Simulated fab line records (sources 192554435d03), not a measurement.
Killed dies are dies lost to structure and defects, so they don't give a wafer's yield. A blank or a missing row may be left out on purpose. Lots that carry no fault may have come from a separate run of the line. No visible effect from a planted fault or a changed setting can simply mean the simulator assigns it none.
The tool behind it: which one? | flow n5 finfet | Sampling: 10 lots, 29 wafers, 5 of 1938 route steps

WHAT EACH GAUGE READ, for each wafer
N5_BEOL_M4_RC_MEAS_101.
lot  | measured     | on        | DIBL_N (mV/V)
L323 | day 9 07:08  | prober-02 | 32.9 34.0 33.6
L327 | day 9 21:13  | prober-01 | 35.8 39.0 36.4
L328 | day 10 09:11 | prober-02 | 38.0 36.3 37.2
L329 | day 10 10:59 | prober-02 | 36.6 39.9 39.2
L332 | day 11 15:52 | prober-01 | 37.1 35.0 36.6
L335 | day 12 00:33 | prober-01 | 36.6 33.0
L336 | day 12 08:17 | prober-02 | 34.9 38.7 40.8
L337 | day 12 08:16 | prober-01 | 37.2 36.1 37.1
L339 | day 13 09:20 | prober-02 | 38.8 36.6 33.3
L342 | day 14 02:49 | prober-01 | 36.4 36.0 33.9

WHAT TOOL EACH LOT RAN ON (gives the tool, then ch and the chambers of the sampled wafers, and finally the start)
lot  | N5_MOL_CONTACT_COAG_ALD_123       | N5_MOL_CONTACT_COAG_ALD_131       | N5_MOL_CONTACT_COAG_VIA_ETCH_46    | N5_MOL_CONTACT_COAG_STRIP_119
L323 | ald sin-03 ch 1,2,3, day 6 02:18  | ald sin-02 ch 0,1,2, day 6 04:07  | rie diel-03 ch 0,2,3, day 6 04:26  | plasma asher-01 ch 0,1, day 6 04:38
L327 | ald sin-03 ch 1,2, day 6 23:44    | ald sin-02 ch 0,1,3, day 7 01:30  | rie diel-04 ch 0,2, day 7 02:05    | plasma asher-01 ch 0,1, day 7 02:17
L328 | ald sin-03 ch 1,2,3, day 7 08:38  | ald sin-02 ch 1,2, day 7 09:44    | rie diel-01 ch 2,3, day 7 10:04    | plasma asher-01 ch 0,1, day 7 10:15
L329 | ald sin-03 ch 0,1, day 7 18:25    | ald sin-02 ch 1,2, day 7 19:45    | rie diel-04 ch 1,2,3, day 7 20:05  | plasma asher-02 ch 0,1, day 7 20:16
L332 | ald sin-02 ch 2,3, day 8 07:46    | ald sin-01 ch 1,2, day 8 09:17    | rie diel-04 ch 0,2, day 8 09:38    | plasma asher-01 ch 0,1, day 8 09:49
L335 | ald sin-01 ch 3, day 9 00:19      | ald sin-01 ch 1,2, day 9 01:38    | rie diel-01 ch 0, day 9 01:58      | plasma asher-01 ch 1, day 9 02:11
L336 | ald sin-01 ch 0,1, day 9 06:53    | ald sin-02 ch 0,2, day 9 08:02    | rie diel-01 ch 0,2,3, day 9 08:23  | plasma asher-01 ch 0,1, day 9 08:34
L337 | ald sin-03 ch 0,1,3, day 9 12:19  | ald sin-03 ch 0,3, day 9 13:29    | rie diel-01 ch 0,2,3, day 9 13:50  | plasma asher-01 ch 0,1, day 9 14:01
L339 | ald sin-03 ch 0,1,3, day 10 01:57 | ald sin-01 ch 2,3, day 10 03:03   | rie diel-04 ch 0,1,2, day 10 03:23 | plasma asher-02 ch 0,1, day 10 03:34
L342 | ald sin-01 ch 1,2,3, day 10 21:40 | ald sin-02 ch 0,1,2, day 10 22:55 | rie diel-01 ch 0,2,3, day 10 23:16 | plasma asher-01 ch 0,1, day 10 23:28
- N5_MOL_CONTACT_COAG_ALD_123: deposits SiNx, target thk 5 nm, pulse time 1 s, purge time 2 s.
- N5_MOL_CONTACT_COAG_ALD_131: deposits SiO2, target thk 5 nm, pulse time 1 s, co reactant pulse time 1 s.
- N5_MOL_CONTACT_COAG_VIA_ETCH_46: etches SiO2 in C4F6/O2, target depth 46 nm, overetch 9.2 nm, time 40 s.
- N5_MOL_CONTACT_COAG_STRIP_119: strips in N2/H2, time 30 s.

THE ANSWER, worked out from the rows above alone
Rule: the usual values come from the lots themselves. The widest of any qualifying gaps counts: lots, ordered by their means at a reading, are off when they make up no more than a third of the lots, leave a main group of 4 or more, and stand apart from it by 3 or more times the standard deviation of that group's means. If all means in a main group match to the digits the tables above print for the reading, that group is not used. Also off: a lot with no number at a reading for which 4 or more lots have one. Any other lot the step has rows for is counted as sound.
Across all readings shown, no lot is off: no conclusion can be drawn from this.

WHAT THE SIMULATOR PUT IN
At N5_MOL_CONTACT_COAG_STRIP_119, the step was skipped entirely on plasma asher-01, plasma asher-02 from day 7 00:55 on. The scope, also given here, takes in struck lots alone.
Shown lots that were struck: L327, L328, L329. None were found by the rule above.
